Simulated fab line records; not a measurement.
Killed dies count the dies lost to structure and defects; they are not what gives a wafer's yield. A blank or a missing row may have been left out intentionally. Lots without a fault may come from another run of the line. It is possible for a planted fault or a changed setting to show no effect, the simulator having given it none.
fab line records / flow nand_harc
record lots=5 wafers=15 last_day=33
route steps=1302 shown P_ZERO_WELL@44 END@1302
lots untouched by any fault: they come from a run of this same line in which no faults occurred
start_h: the number of hours between the record's first day and the start of the first shown wafer of the lot / wait_h: hours from the lot's prior step to this one / " the same as in the row above / L1.1+2: several wafers, shown together as one row / - no value, or no start given / * or withheld: withheld / < > ~ a bound
route shown NAME@n: NAME is a module with steps in the file, n the number in the route of the first one / usual: average and standard deviation across the fault-free wafers / same: alike in all rows / chamber/n: place in a boat / sites: the reading at each site / _std_site: the standard deviation of these / _edge_site: inner sites' mean taken away from outer sites' mean / radius_mm: for every site, how far away it sits from the centre of the wafer / mask NAME#n: copy n / behind: the most recent tool/chamber to have shaped the wafer / hold: cause of the lot's hold/its duration in hours/its outcome / device: the transistor (n, p or np) that didn't switch / end of line: tests of these same wafers at the route's end / for a step that has no rows: nothing shown but its recipe / killed: dies lost to structure and defects at the first sort, not the wafer's yield / map: per-die view of a wafer (x killed, . not killed, _ where there is no die)
set.NAME: the run value of the setting; set.NAME@STEP: its run value at that earlier step / model.NAME: the simulator's own value behind a step, which no gauge read
lots at some steps of the route; a table a step, a row a wafer
services: a tool's chamber out of use, with start hour (start_h, from the record's first day; less than 0 if before it), hours out, and reason
## steps
# step NHARC_P_ZERO_WELL_CD_MEAS_37
# recipe target_cd_nm=720 landing_energy_ev=500
# usual cd_nm=719.9/2.1
lot.wafer=L320.1 tool=cd_sem-01 chamber=0 start_h=103.98 wait_h=- cd_nm=718.9
lot.wafer=L320.2 tool=cd_sem-01 chamber=0 start_h=103.98 wait_h=- cd_nm=720.0
lot.wafer=L320.4 tool=cd_sem-01 chamber=0 start_h=103.98 wait_h=- cd_nm=720.9
lot.wafer=L323.3 tool=cd_sem-02 chamber=0 start_h=135.06 wait_h=- cd_nm=718.5
lot.wafer=L323.4 tool=cd_sem-02 chamber=0 start_h=135.06 wait_h=- cd_nm=719.8
lot.wafer=L323.5 tool=cd_sem-02 chamber=0 start_h=135.06 wait_h=- cd_nm=721.1
lot.wafer=L333.1 tool=cd_sem-02 chamber=0 start_h=234.03 wait_h=- cd_nm=719.2
lot.wafer=L333.2 tool=cd_sem-02 chamber=0 start_h=234.03 wait_h=- cd_nm=719.1
lot.wafer=L333.3 tool=cd_sem-02 chamber=0 start_h=234.03 wait_h=- cd_nm=719.2
lot.wafer=L334.1 tool=cd_sem-01 chamber=0 start_h=244.15 wait_h=- cd_nm=718.0
lot.wafer=L334.4 tool=cd_sem-01 chamber=0 start_h=244.15 wait_h=- cd_nm=720.4
lot.wafer=L334.6 tool=cd_sem-01 chamber=0 start_h=244.15 wait_h=- cd_nm=718.1
lot.wafer=L335.1 tool=cd_sem-03 chamber=0 start_h=254.00 wait_h=- cd_nm=719.7
lot.wafer=L335.2 tool=cd_sem-03 chamber=0 start_h=254.00 wait_h=- cd_nm=719.1
lot.wafer=L335.6 tool=cd_sem-03 chamber=0 start_h=254.00 wait_h=- cd_nm=720.6
# step NHARC_P_ZERO_WELL_HARDBAKE_38
# recipe temp_c=125 time_s=80
# step NHARC_P_ZERO_WELL_DESCUM_39
# recipe time_s=3 o2_flow_sccm=200 ar_flow_sccm=0 bias_power_w=0 chemistry=O2
# usual chamber_pressure_mTorr=60.01/0.053 drypump_motor_current_A=5.7/0.36 oes_product_au=0.999/0.011 rf_vpp_V=57.7/0.79 showerhead_plenum_p_Torr=1.88/0.075 throttle_valve_pct=11.311/0.0093
lot.wafer=L320.2 tool=rie_diel-12 chamber=1 start_h=104.14 wait_h=- chamber_pressure_mTorr=59.99 drypump_motor_current_A=5.5 oes_product_au=1.007 rf_hours_counter_h=0 rf_vpp_V=57.8 showerhead_plenum_p_Torr=1.81 throttle_valve_pct=11.319
lot.wafer=L320.4 tool=rie_diel-12 chamber=2 start_h=104.14 wait_h=- chamber_pressure_mTorr=60.08 drypump_motor_current_A=6.0 oes_product_au=0.997 rf_hours_counter_h=1 rf_vpp_V=57.8 showerhead_plenum_p_Torr=2.00 throttle_valve_pct=11.317
lot.wafer=L320.1 tool=rie_diel-12 chamber=0 start_h=104.14 wait_h=- chamber_pressure_mTorr=59.97 drypump_motor_current_A=5.6 oes_product_au=1.018 rf_hours_counter_h=0 rf_vpp_V=56.9 showerhead_plenum_p_Torr=1.83 throttle_valve_pct=11.297
lot.wafer=L323.4 tool=rie_diel-12 chamber=0 start_h=135.21 wait_h=- chamber_pressure_mTorr=60.06 drypump_motor_current_A=5.6 oes_product_au=1.019 rf_hours_counter_h=11 rf_vpp_V=58.6 showerhead_plenum_p_Torr=1.83 throttle_valve_pct=11.313
lot.wafer=L323.3 tool=rie_diel-12 chamber=1 start_h=135.21 wait_h=- chamber_pressure_mTorr=60.10 drypump_motor_current_A=5.4 oes_product_au=0.996 rf_hours_counter_h=9 rf_vpp_V=56.5 showerhead_plenum_p_Torr=1.81 throttle_valve_pct=11.318
lot.wafer=L323.5 tool=rie_diel-12 chamber=1 start_h=135.21 wait_h=- chamber_pressure_mTorr=60.00 drypump_motor_current_A=5.5 oes_product_au=1.000 rf_hours_counter_h=- rf_vpp_V=57.4 showerhead_plenum_p_Torr=1.81 throttle_valve_pct=11.298
lot.wafer=L333.3 tool=rie_diel-13 chamber=0 start_h=234.19 wait_h=- chamber_pressure_mTorr=60.02 drypump_motor_current_A=5.5 oes_product_au=0.993 rf_hours_counter_h=17 rf_vpp_V=55.2 showerhead_plenum_p_Torr=1.77 throttle_valve_pct=11.309
lot.wafer=L333.2 tool=rie_diel-13 chamber=1 start_h=234.19 wait_h=- chamber_pressure_mTorr=60.06 drypump_motor_current_A=5.4 oes_product_au=1.000 rf_hours_counter_h=18 rf_vpp_V=57.9 showerhead_plenum_p_Torr=1.83 throttle_valve_pct=11.327
lot.wafer=L333.1 tool=rie_diel-13 chamber=2 start_h=234.19 wait_h=- chamber_pressure_mTorr=60.00 drypump_motor_current_A=6.6 oes_product_au=0.992 rf_hours_counter_h=18 rf_vpp_V=57.9 showerhead_plenum_p_Torr=1.88 throttle_valve_pct=11.287
lot.wafer=L334.1 tool=rie_diel-12 chamber=0 start_h=244.31 wait_h=- chamber_pressure_mTorr=60.03 drypump_motor_current_A=5.6 oes_product_au=0.983 rf_hours_counter_h=52 rf_vpp_V=58.0 showerhead_plenum_p_Torr=1.82 throttle_valve_pct=11.319
lot.wafer=L334.4 tool=rie_diel-12 chamber=1 start_h=244.31 wait_h=- chamber_pressure_mTorr=59.96 drypump_motor_current_A=5.4 oes_product_au=0.998 rf_hours_counter_h=- rf_vpp_V=57.4 showerhead_plenum_p_Torr=1.80 throttle_valve_pct=11.296
lot.wafer=L334.6 tool=rie_diel-12 chamber=3 start_h=244.31 wait_h=- chamber_pressure_mTorr=59.99 drypump_motor_current_A=5.9 oes_product_au=0.984 rf_hours_counter_h=- rf_vpp_V=57.1 showerhead_plenum_p_Torr=1.93 throttle_valve_pct=11.277
lot.wafer=L335.2 tool=rie_diel-13 chamber=2 start_h=254.16 wait_h=- chamber_pressure_mTorr=59.92 drypump_motor_current_A=6.6 oes_product_au=0.994 rf_hours_counter_h=24 rf_vpp_V=58.0 showerhead_plenum_p_Torr=1.88 throttle_valve_pct=11.320
lot.wafer=L335.1 tool=rie_diel-13 chamber=1 start_h=254.16 wait_h=- chamber_pressure_mTorr=60.01 drypump_motor_current_A=5.4 oes_product_au=0.999 rf_hours_counter_h=21 rf_vpp_V=57.2 showerhead_plenum_p_Torr=1.83 throttle_valve_pct=11.311
lot.wafer=L335.6 tool=rie_diel-13 chamber=2 start_h=254.16 wait_h=- chamber_pressure_mTorr=60.01 drypump_motor_current_A=6.6 oes_product_au=1.007 rf_hours_counter_h=- rf_vpp_V=57.5 showerhead_plenum_p_Torr=1.88 throttle_valve_pct=11.320
# step NHARC_P_ZERO_WELL_IMPLANT_40
# recipe energy_kev=300 dose_cm2=1e+13 tilt_deg=7
# step NHARC_P_ZERO_WELL_IMPLANT_59
# recipe energy_kev=120 dose_cm2=5e+12 tilt_deg=7
# step NHARC_P_ZERO_WELL_IMPLANT_60
# recipe energy_kev=30 dose_cm2=2e+12 tilt_deg=7
# step NHARC_P_ZERO_WELL_STRIP_41
# recipe time_s=840 temp_c=130 chemistry=SPM
# step NHARC_P_ZERO_WELL_DEHYDRATE_44
# recipe temp_c=150 time_s=120
# step NHARC_P_ZERO_WELL_HMDS_45
# recipe time_s=30
# step NHARC_P_ZERO_WELL_COAT_46
# recipe spin_rpm=withheld
# step NHARC_P_ZERO_WELL_SOFTBAKE_47
# recipe temp_c=122 time_s=95
# step NHARC_P_ZERO_WELL_EBR_48
# step NHARC_P_ZERO_WELL_EXPOSE_49
# recipe na=0.6 target_cd_nm=2000 dose_mj=22.64 mask_id=P_HVPW
lot.wafer=L320.1+2+4 tool=krf_scanner-04 chamber=0 start_h=105.46 wait_h=- mask=P_HVPW#0
lot.wafer=L323.3+4+5 tool=krf_scanner-01 chamber=0 start_h=136.42 wait_h=- mask=P_HVPW_R1#0
lot.wafer=L333.1+2+3 tool=krf_scanner-03 chamber=0 start_h=235.50 wait_h=- mask=P_HVPW#0
lot.wafer=L334.1+4+6 tool=krf_scanner-03 chamber=0 start_h=245.54 wait_h=- mask=P_HVPW#0
lot.wafer=L335.1+2+6 tool=krf_scanner-01 chamber=0 start_h=255.48 wait_h=- mask=P_HVPW#0
# step NHARC_P_ZERO_WELL_PEB_50
# recipe peb_temp_c=118 peb_time_s=85
# step NHARC_P_ZERO_WELL_DEVELOP_51
# recipe time_s=70
# step NHARC_P_ZERO_WELL_CD_MEAS_52
# recipe target_cd_nm=2000 landing_energy_ev=500
# usual cd_nm=2000.5/1.6
lot.wafer=L320.1 tool=cd_sem-01 chamber=0 start_h=105.62 wait_h=- cd_nm=1999.0
lot.wafer=L320.2 tool=cd_sem-01 chamber=0 start_h=105.62 wait_h=- cd_nm=2001.2
lot.wafer=L320.4 tool=cd_sem-01 chamber=0 start_h=105.62 wait_h=- cd_nm=1999.5
lot.wafer=L323.3 tool=cd_sem-01 chamber=0 start_h=136.57 wait_h=- cd_nm=1944.7
lot.wafer=L323.4 tool=cd_sem-01 chamber=0 start_h=136.57 wait_h=- cd_nm=1944.2
lot.wafer=L323.5 tool=cd_sem-01 chamber=0 start_h=136.57 wait_h=- cd_nm=1946.9
lot.wafer=L333.1 tool=cd_sem-02 chamber=0 start_h=235.66 wait_h=- cd_nm=2002.0
lot.wafer=L333.2 tool=cd_sem-02 chamber=0 start_h=235.66 wait_h=- cd_nm=2002.3
lot.wafer=L333.3 tool=cd_sem-02 chamber=0 start_h=235.66 wait_h=- cd_nm=2004.3
lot.wafer=L334.1 tool=cd_sem-03 chamber=0 start_h=245.69 wait_h=- cd_nm=1999.3
lot.wafer=L334.4 tool=cd_sem-03 chamber=0 start_h=245.69 wait_h=- cd_nm=2000.9
lot.wafer=L334.6 tool=cd_sem-03 chamber=0 start_h=245.69 wait_h=- cd_nm=1998.4
lot.wafer=L335.1 tool=cd_sem-02 chamber=0 start_h=255.64 wait_h=- cd_nm=2000.4
lot.wafer=L335.2 tool=cd_sem-02 chamber=0 start_h=255.64 wait_h=- cd_nm=2000.6
lot.wafer=L335.6 tool=cd_sem-02 chamber=0 start_h=255.64 wait_h=- cd_nm=2004.4
# step NHARC_P_ZERO_WELL_HARDBAKE_53
# recipe temp_c=125 time_s=80
# step NHARC_P_ZERO_WELL_DESCUM_54
# recipe time_s=3 o2_flow_sccm=200 ar_flow_sccm=0 bias_power_w=0 chemistry=O2
# usual chamber_pressure_mTorr=59.99/0.051 drypump_motor_current_A=5.7/0.34 oes_product_au=1.002/0.011 rf_vpp_V=57.6/0.98 showerhead_plenum_p_Torr=1.87/0.078 throttle_valve_pct=11.311/0.0085
lot.wafer=L320.4 tool=rie_diel-12 chamber=3 start_h=105.78 wait_h=- chamber_pressure_mTorr=60.03 drypump_motor_current_A=5.9 oes_product_au=0.991 rf_hours_counter_h=1 rf_vpp_V=58.8 showerhead_plenum_p_Torr=1.95 throttle_valve_pct=11.307 model.P_ZERO_WELL.cd_nm=1999
lot.wafer=L320.1 tool=rie_diel-12 chamber=0 start_h=105.78 wait_h=- chamber_pressure_mTorr=60.01 drypump_motor_current_A=5.6 oes_product_au=1.005 rf_hours_counter_h=0 rf_vpp_V=57.9 showerhead_plenum_p_Torr=1.83 throttle_valve_pct=11.304 model.P_ZERO_WELL.cd_nm=1998
lot.wafer=L320.2 tool=rie_diel-12 chamber=2 start_h=105.78 wait_h=- chamber_pressure_mTorr=59.95 drypump_motor_current_A=6.0 oes_product_au=0.997 rf_hours_counter_h=1 rf_vpp_V=59.2 showerhead_plenum_p_Torr=2.00 throttle_valve_pct=11.309 model.P_ZERO_WELL.cd_nm=2001
lot.wafer=L323.4 tool=rie_diel-03 chamber=0 start_h=136.73 wait_h=- chamber_pressure_mTorr=60.03 drypump_motor_current_A=5.5 oes_product_au=1.018 rf_hours_counter_h=8 rf_vpp_V=58.6 showerhead_plenum_p_Torr=1.87 throttle_valve_pct=11.304 model.P_ZERO_WELL.cd_nm=1944
lot.wafer=L323.3 tool=rie_diel-03 chamber=1 start_h=136.73 wait_h=- chamber_pressure_mTorr=59.98 drypump_motor_current_A=5.3 oes_product_au=1.004 rf_hours_counter_h=7 rf_vpp_V=56.0 showerhead_plenum_p_Torr=2.00 throttle_valve_pct=11.310 model.P_ZERO_WELL.cd_nm=1945
lot.wafer=L323.5 tool=rie_diel-03 chamber=0 start_h=136.73 wait_h=- chamber_pressure_mTorr=60.08 drypump_motor_current_A=5.5 oes_product_au=1.005 rf_hours_counter_h=- rf_vpp_V=55.7 showerhead_plenum_p_Torr=1.87 throttle_valve_pct=11.326 model.P_ZERO_WELL.cd_nm=1947
lot.wafer=L333.3 tool=rie_diel-13 chamber=0 start_h=235.82 wait_h=- chamber_pressure_mTorr=60.05 drypump_motor_current_A=5.5 oes_product_au=0.985 rf_hours_counter_h=17 rf_vpp_V=57.1 showerhead_plenum_p_Torr=1.77 throttle_valve_pct=11.302 model.P_ZERO_WELL.cd_nm=2005
lot.wafer=L333.1 tool=rie_diel-13 chamber=2 start_h=235.82 wait_h=- chamber_pressure_mTorr=59.94 drypump_motor_current_A=6.6 oes_product_au=0.988 rf_hours_counter_h=18 rf_vpp_V=54.7 showerhead_plenum_p_Torr=1.88 throttle_valve_pct=11.296 model.P_ZERO_WELL.cd_nm=2002
lot.wafer=L333.2 tool=rie_diel-13 chamber=3 start_h=235.82 wait_h=- chamber_pressure_mTorr=59.89 drypump_motor_current_A=5.5 oes_product_au=0.997 rf_hours_counter_h=19 rf_vpp_V=57.4 showerhead_plenum_p_Torr=1.83 throttle_valve_pct=11.304 model.P_ZERO_WELL.cd_nm=2002
lot.wafer=L334.1 tool=rie_diel-03 chamber=1 start_h=245.92 wait_h=- chamber_pressure_mTorr=60.00 drypump_motor_current_A=5.3 oes_product_au=1.015 rf_hours_counter_h=46 rf_vpp_V=59.6 showerhead_plenum_p_Torr=1.99 throttle_valve_pct=11.311 model.P_ZERO_WELL.cd_nm=1998
lot.wafer=L334.4 tool=rie_diel-03 chamber=3 start_h=245.92 wait_h=- chamber_pressure_mTorr=60.04 drypump_motor_current_A=5.3 oes_product_au=0.994 rf_hours_counter_h=47 rf_vpp_V=55.3 showerhead_plenum_p_Torr=1.76 throttle_valve_pct=11.310 model.P_ZERO_WELL.cd_nm=2001
lot.wafer=L334.6 tool=rie_diel-03 chamber=0 start_h=245.92 wait_h=- chamber_pressure_mTorr=59.97 drypump_motor_current_A=5.5 oes_product_au=1.020 rf_hours_counter_h=- rf_vpp_V=57.3 showerhead_plenum_p_Torr=1.86 throttle_valve_pct=11.307 model.P_ZERO_WELL.cd_nm=1999
lot.wafer=L335.2 tool=rie_diel-03 chamber=2 start_h=255.80 wait_h=- chamber_pressure_mTorr=59.97 drypump_motor_current_A=6.1 oes_product_au=1.023 rf_hours_counter_h=48 rf_vpp_V=58.2 showerhead_plenum_p_Torr=1.81 throttle_valve_pct=11.309 model.P_ZERO_WELL.cd_nm=2001
lot.wafer=L335.1 tool=rie_diel-03 chamber=3 start_h=255.80 wait_h=- chamber_pressure_mTorr=60.02 drypump_motor_current_A=5.3 oes_product_au=0.988 rf_hours_counter_h=51 rf_vpp_V=57.5 showerhead_plenum_p_Torr=1.76 throttle_valve_pct=11.311 model.P_ZERO_WELL.cd_nm=2001
lot.wafer=L335.6 tool=rie_diel-03 chamber=2 start_h=255.80 wait_h=- chamber_pressure_mTorr=60.02 drypump_motor_current_A=6.1 oes_product_au=1.012 rf_hours_counter_h=- rf_vpp_V=56.0 showerhead_plenum_p_Torr=1.81 throttle_valve_pct=11.308 model.P_ZERO_WELL.cd_nm=2005
# step NHARC_P_ZERO_WELL_IMPLANT_55
# recipe energy_kev=180 dose_cm2=8e+11 tilt_deg=7
# step NHARC_END_SORT_01
# recipe temp_c=25
# usual killed_at_array=52/18 killed_at_other=1.2/1.5 killed_at_periphery=4/3.2 killed_dies=57/17 killed_open=3.1/1.9 killed_short=2.5/1.7
# same gross_dies=677
lot.wafer=L320.1 tool=prober-01 chamber=0 start_h=655.24 wait_h=2.5 killed_at_array=37 killed_at_other=1 killed_at_periphery=10 killed_dies=48 killed_open=8 killed_short=1
lot.wafer=L320.2 tool=prober-01 chamber=0 start_h=656.04 wait_h=2.8 killed_at_array=29 killed_at_other=0 killed_at_periphery=4 killed_dies=33 killed_open=3 killed_short=2
lot.wafer=L320.4 tool=prober-01 chamber=0 start_h=657.65 wait_h=3.4 killed_at_array=23 killed_at_other=0 killed_at_periphery=3 killed_dies=26 killed_open=1 killed_short=3
lot.wafer=L323.3 tool=prober-01 chamber=0 start_h=674.25 wait_h=3.1 killed_at_array=29 killed_at_other=0 killed_at_periphery=6 killed_dies=35 killed_open=3 killed_short=0
lot.wafer=L323.4 tool=prober-01 chamber=0 start_h=675.07 wait_h=3.5 killed_at_array=39 killed_at_other=0 killed_at_periphery=8 killed_dies=47 killed_open=3 killed_short=3
lot.wafer=L323.5 tool=prober-01 chamber=0 start_h=675.89 wait_h=3.8 killed_at_array=36 killed_at_other=0 killed_at_periphery=4 killed_dies=40 killed_open=5 killed_short=4
lot.wafer=L334.1 tool=prober-01 chamber=0 start_h=785.32 wait_h=2.5 killed_at_array=31 killed_at_other=4 killed_at_periphery=3 killed_dies=38 killed_open=4 killed_short=1
lot.wafer=L334.4 tool=prober-01 chamber=0 start_h=787.76 wait_h=3.5 killed_at_array=19 killed_at_other=2 killed_at_periphery=6 killed_dies=27 killed_open=2 killed_short=2
lot.wafer=L334.6 tool=prober-01 chamber=0 start_h=789.39 wait_h=4.1 killed_at_array=27 killed_at_other=7 killed_at_periphery=4 killed_dies=38 killed_open=4 killed_short=4
lot.wafer=L335.1 tool=prober-02 chamber=0 start_h=789.36 wait_h=2.5 killed_at_array=44 killed_at_other=0 killed_at_periphery=2 killed_dies=46 killed_open=1 killed_short=3
lot.wafer=L335.2 tool=prober-02 chamber=0 start_h=790.16 wait_h=2.8 killed_at_array=44 killed_at_other=1 killed_at_periphery=3 killed_dies=48 killed_open=4 killed_short=5
lot.wafer=L335.6 tool=prober-02 chamber=0 start_h=793.35 wait_h=4.0 killed_at_array=46 killed_at_other=0 killed_at_periphery=3 killed_dies=49 killed_open=8 killed_short=1
lot.wafer=L333.1 tool=prober-01 chamber=0 start_h=793.15 wait_h=2.5 killed_at_array=64 killed_at_other=2 killed_at_periphery=1 killed_dies=67 killed_open=6 killed_short=1
lot.wafer=L333.2 tool=prober-01 chamber=0 start_h=793.94 wait_h=2.8 killed_at_array=55 killed_at_other=1 killed_at_periphery=4 killed_dies=60 killed_open=2 killed_short=3
lot.wafer=L333.3 tool=prober-01 chamber=0 start_h=794.73 wait_h=3.1 killed_at_array=67 killed_at_other=2 killed_at_periphery=2 killed_dies=71 killed_open=5 killed_short=3
# killed by level:class
L320.1 A_CHANNEL_HOLE_D2:chamber_film_flake=12 A_CHANNEL_HOLE_D1:chamber_film_flake=7 A_STAIRCASE:chamber_film_flake=7 P_CONTACT:chamber_film_flake=5 A_CHANNEL_FILL_D2:chamber_film_flake=3 P_GATE:geometric_particle:open=1 P_M0:geometric_particle:open=1 P_M1:geometric_particle:open=1
L320.2 A_CHANNEL_HOLE_D2:chamber_film_flake=9 A_STAIRCASE:chamber_film_flake=6 A_CHANNEL_HOLE_D1:chamber_film_flake=4 A_SLIT:chamber_film_flake=3 P_CONTACT:chamber_film_flake=2 A_CONTACT:chamber_film_flake=2 P_M0:geometric_particle:open=1 P_M1:geometric_particle:open=1
L320.4 A_CHANNEL_HOLE_D2:chamber_film_flake=7 A_CHANNEL_HOLE_D1:chamber_film_flake=4 P_CONTACT:chamber_film_flake=3 A_STAIRCASE:chamber_film_flake=3 A_ONON_D1:geometric_particle:short=2 A_SLIT:chamber_film_flake=2 A_CONTACT:chamber_film_flake=2 A_CHANNEL_HOLE_D2:geometric_particle:short=1
L323.3 A_CHANNEL_HOLE_D2:chamber_film_flake=12 A_CHANNEL_HOLE_D1:chamber_film_flake=5 P_GATE:chamber_film_flake=3 P_M2:chamber_film_flake=3 A_CONTACT:chamber_film_flake=3 A_SLIT:chamber_film_flake=2 A_WL_FILL:chamber_film_flake=2 A_CHANNEL_FILL_D2:geometric_particle:open=1
L323.4 A_CHANNEL_HOLE_D2:chamber_film_flake=13 A_CHANNEL_HOLE_D1:chamber_film_flake=6 P_M2:chamber_film_flake=5 A_SLIT:chamber_film_flake=5 A_CONTACT:chamber_film_flake=4 A_STAIRCASE:chamber_film_flake=3 A_WL_FILL:chamber_film_flake=3 P_CONTACT:geometric_particle:open=1
L323.5 A_CHANNEL_HOLE_D2:chamber_film_flake=14 A_CHANNEL_HOLE_D1:chamber_film_flake=7 A_SLIT:chamber_film_flake=3 A_CONTACT:chamber_film_flake=2 P_STI:geometric_particle:open=1 P_M0:geometric_particle:open=1 A_ONON_D2:geometric_particle:open=1 A_ONON_D2:geometric_particle:short=1
L334.1 A_SLIT:chamber_film_flake=19 A_CONTACT:chamber_film_flake=5 THIN_TSV:chamber_film_flake=4 P_M1:chamber_film_flake=2 A_DECK1_JOINT:geometric_particle:open=1 A_DECK1_JOINT:geometric_particle:short=1 A_ONON_D2:geometric_particle:open=1 A_CONTACT:geometric_particle:open=1
L334.4 A_CONTACT:chamber_film_flake=8 P_M1:chamber_film_flake=4 A_SLIT:chamber_film_flake=3 A_CHANNEL_HOLE_D2:chamber_film_flake=2 A_STAIRCASE:chamber_film_flake=2 THIN_TSV:chamber_film_flake=2 P_CONTACT:geometric_particle:short=1 A_CHANNEL_FILL_D1:geometric_particle:short=1
L335.1 A_SLIT:chamber_film_flake=29 A_CHANNEL_HOLE_D1:chamber_film_flake=8 A_STAIRCASE:chamber_film_flake=2 A_ONON_D1:geometric_particle:short=1 A_SGD_CUT:geometric_particle:short=1 A_SLIT:geometric_particle:open=1 A_WL_FILL:geometric_particle:short=1 P_STI:chamber_film_flake=1
L334.6 A_SLIT:chamber_film_flake=12 THIN_TSV:chamber_film_flake=7 P_M1:chamber_film_flake=3 A_CONTACT:chamber_film_flake=3 A_CHANNEL_FILL_D1:geometric_particle:short=2 A_DECK1_JOINT:chamber_film_flake=2 A_STAIRCASE:chamber_film_flake=2 P_CONTACT:geometric_particle:short=1
L335.2 A_SLIT:chamber_film_flake=18 A_CHANNEL_HOLE_D1:chamber_film_flake=12 A_STAIRCASE:chamber_film_flake=3 A_CONTACT:chamber_film_flake=3 P_CONTACT:geometric_particle:open=2 A_CHANNEL_FILL_D1:geometric_particle:short=2 A_CHANNEL_FILL_D1:geometric_particle:open=1 A_DECK1_JOINT:geometric_particle:open=1
L333.1 A_CHANNEL_HOLE_D2:chamber_film_flake=27 A_CHANNEL_HOLE_D1:chamber_film_flake=14 A_SLIT:chamber_film_flake=10 A_ZERO_WELL:chamber_film_flake=2 A_CONTACT:chamber_film_flake=2 THIN_TSV:chamber_film_flake=2 P_M0:geometric_particle:open=1 A_ONON_D1:geometric_particle:open=1
L335.6 A_SLIT:chamber_film_flake=29 A_CHANNEL_HOLE_D1:chamber_film_flake=7 P_M0:geometric_particle:open=3 A_ONON_D1:geometric_particle:open=2 A_CHANNEL_HOLE_D2:chamber_film_flake=2 A_SOURCE_PLATE:geometric_particle:open=1 A_CHANNEL_HOLE_D1:geometric_particle:short=1 A_ONON_D2:geometric_particle:open=1
L333.2 A_CHANNEL_HOLE_D2:chamber_film_flake=23 A_CHANNEL_HOLE_D1:chamber_film_flake=17 A_SLIT:chamber_film_flake=6 A_ONON_D2:geometric_particle:short=2 A_CONTACT:geometric_particle:open=2 P_ZERO_WELL:chamber_film_flake=2 A_WL_FILL:chamber_film_flake=2 P_M2:geometric_particle:short=1
L333.3 A_CHANNEL_HOLE_D2:chamber_film_flake=25 A_CHANNEL_HOLE_D1:chamber_film_flake=23 A_SLIT:chamber_film_flake=4 A_CONTACT:chamber_film_flake=3 A_CHANNEL_FILL_D2:geometric_particle:open=2 A_ZERO_WELL:chamber_film_flake=2 A_STAIRCASE:chamber_film_flake=2 THIN_TSV:chamber_film_flake=2
## services
tool=krf_scanner-04 chamber=- start_h=87.17 hours=0.5 kind=repair
tool=rie_diel-12 chamber=- start_h=91.41 hours=9.0 kind=pm
tool=rie_diel-12 chamber=0 start_h=91.41 hours=9.0 kind=vent_cycle
tool=rie_diel-12 chamber=1 start_h=91.41 hours=9.0 kind=vent_cycle
tool=rie_diel-12 chamber=2 start_h=91.41 hours=9.0 kind=vent_cycle
tool=rie_diel-13 chamber=1 start_h=92.68 hours=3.0 kind=repair
tool=rie_diel-03 chamber=- start_h=104.58 hours=9.0 kind=pm
tool=rie_diel-13 chamber=0 start_h=114.49 hours=5.1 kind=repair
tool=rie_diel-13 chamber=1 start_h=123.98 hours=6.7 kind=repair
tool=rie_diel-03 chamber=0 start_h=130.62 hours=1.3 kind=repair
tool=krf_scanner-03 chamber=- start_h=136.21 hours=1.5 kind=repair
tool=rie_diel-12 chamber=1 start_h=139.20 hours=13.4 kind=repair
tool=krf_scanner-01 chamber=- start_h=140.00 hours=4.0 kind=pm
tool=krf_scanner-04 chamber=- start_h=158.97 hours=0.7 kind=repair
tool=rie_diel-13 chamber=- start_h=165.04 hours=9.0 kind=pm
tool=krf_scanner-04 chamber=- start_h=177.57 hours=0.6 kind=repair
tool=rie_diel-03 chamber=0 start_h=180.23 hours=1.7 kind=repair
tool=krf_scanner-04 chamber=- start_h=182.00 hours=4.0 kind=pm
tool=rie_diel-13 chamber=- start_h=185.06 hours=1.1 kind=repair
tool=rie_diel-13 chamber=2 start_h=207.51 hours=5.5 kind=repair
tool=krf_scanner-03 chamber=- start_h=224.00 hours=4.0 kind=pm
tool=rie_diel-13 chamber=1 start_h=236.15 hours=8.1 kind=repair
tool=rie_diel-12 chamber=2 start_h=240.08 hours=14.6 kind=repair
tool=krf_scanner-04 chamber=- start_h=243.14 hours=1.5 kind=repair
## key
first_sign step=NHARC_P_ZERO_WELL_EXPOSE_49 reading=mask direction=changed
effect step=NHARC_P_ZERO_WELL_CD_MEAS_52 reading=cd_nm direction=down sigmas=35 usual=2000.5 struck=1945.3
model_effect step=NHARC_P_ZERO_WELL_DESCUM_54 value=P_ZERO_WELL.cd_nm without=2000 struck=1945
met_at NHARC_P_ZERO_WELL_EXPOSE_49
struck_wafers L323.3,L323.4,L323.5
tester_left_out L323
fault kind=wrong_mask tool=any chamber=- onset_h=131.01 steps=NHARC_P_ZERO_WELL_EXPOSE_49 aux_copy=P_HVPW_R1#0 cd_offset_nm=-55.182 scope=struck_lots_only
# tester_left_out: of these lots the tester's yield and bins aren't shown, on N5 and GAA mostly nor the transistor test; their killed dies are dies lost to structure and defects alone, not to doping, threshold or leakage, so they don't give the yield
